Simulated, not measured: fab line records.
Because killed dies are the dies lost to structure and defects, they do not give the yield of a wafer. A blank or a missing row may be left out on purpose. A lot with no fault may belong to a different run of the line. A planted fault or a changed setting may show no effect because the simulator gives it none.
One fault through the eyes of 3 desks / flow n5 finfet / what lay behind the numbers comes last; until then each desk has only its own

## THE DEFECT DESK
What the inspections along the route counted, lot by lot: means of the sampled wafers that have a number. If a lot's mean is further than 4 standard deviations from the usual mean, the lot is out of limits and carries the mark OUT (the distance appears in the brackets).
Columns: A = raw defect count at N5_SDB_INSPECT_13, usual 64
lot=L669; first seen here=day 5 17:04; A=75
lot=L672; first seen here=day 6 14:11; A=81
lot=L675; first seen here=day 7 04:40; A=56
lot=L680; first seen here=day 8 17:23; A=55
lot=L683; first seen here=day 9 09:55; A=32
lot=L684; first seen here=day 9 12:56; A=63
This desk's finding: nothing out of limits on any of the 6 lots.

## THE METROLOGY DESK
Means of the sampled wafers that have a number, per lot and without regard to the tool the lot ran on: this is what the gauges read. If a lot's mean is further than 4 standard deviations from the usual mean, the lot is out of limits and carries the mark OUT (the distance appears in the brackets).
Columns: A = cd nm at N5_SDB_CD_MEAS_11, usual 50.4 nm; B = SDB_OVL at N5_SDB_OVL_MEAS_12, usual 0.2 nm
lot=L669; first seen here=day 5 17:01; A=50.2; B=0.3
lot=L672; first seen here=day 6 14:08; A=51.7; B=0.3
lot=L675; first seen here=day 7 04:37; A=51.2; B=0.3
lot=L680; first seen here=day 8 17:20; A=48.5; B=-0.3
lot=L683; first seen here=day 9 09:52; A=49.2; B=-0.2
lot=L684; first seen here=day 9 12:53; A=49.3; B=-0.1
This desk's finding: nothing out of limits on any of the 6 lots.

## DESK OF THE TOOL OWNER: rie diel-06
The tool's own readings at N5_SDB_ETCH_25 (etches SiO2 in C4F6/O2, target depth 10 nm, time 3.3 s): means of the sampled wafers that have a number, for each lot that ran on this tool. If a lot's mean is further than 4 standard deviations from the usual mean, the lot is out of limits and carries the mark OUT (the distance appears in the brackets).
Columns: A = drypump motor current A at N5_SDB_ETCH_25, usual 5.6 A; B = oes product au at N5_SDB_ETCH_25, usual 0.82 a.u.; C = rf vpp V at N5_SDB_ETCH_25, usual 664 V; D = showerhead plenum p Torr at N5_SDB_ETCH_25, usual 2.86 Torr; E = throttle valve pct at N5_SDB_ETCH_25, usual 21.11 %
lot=L669; first seen here=day 5 17:38; A=5.3; B=0.73; C=660; D=2.82; E=21.23
lot=L672; first seen here=day 6 15:01; A=5.5; B=0.72; C=660; D=2.83; E=21.18
lot=L675; first seen here=day 7 05:14; A=5.5; B=0.74; C=661; D=2.80; E=21.16
lot=L680; first seen here=day 8 17:56; A=5.5; B=0.72; C=661; D=2.80; E=21.16
This desk's finding: nothing out of limits on any of the 4 lots.

## PUT TOGETHER
No out-of-limits result turned up at the defect desk.
From the metrology desk's view, nothing was out of limits.
Nothing out of limits was seen by the tool owner's desk.

## WHAT THE SIMULATOR HAD INSERTED
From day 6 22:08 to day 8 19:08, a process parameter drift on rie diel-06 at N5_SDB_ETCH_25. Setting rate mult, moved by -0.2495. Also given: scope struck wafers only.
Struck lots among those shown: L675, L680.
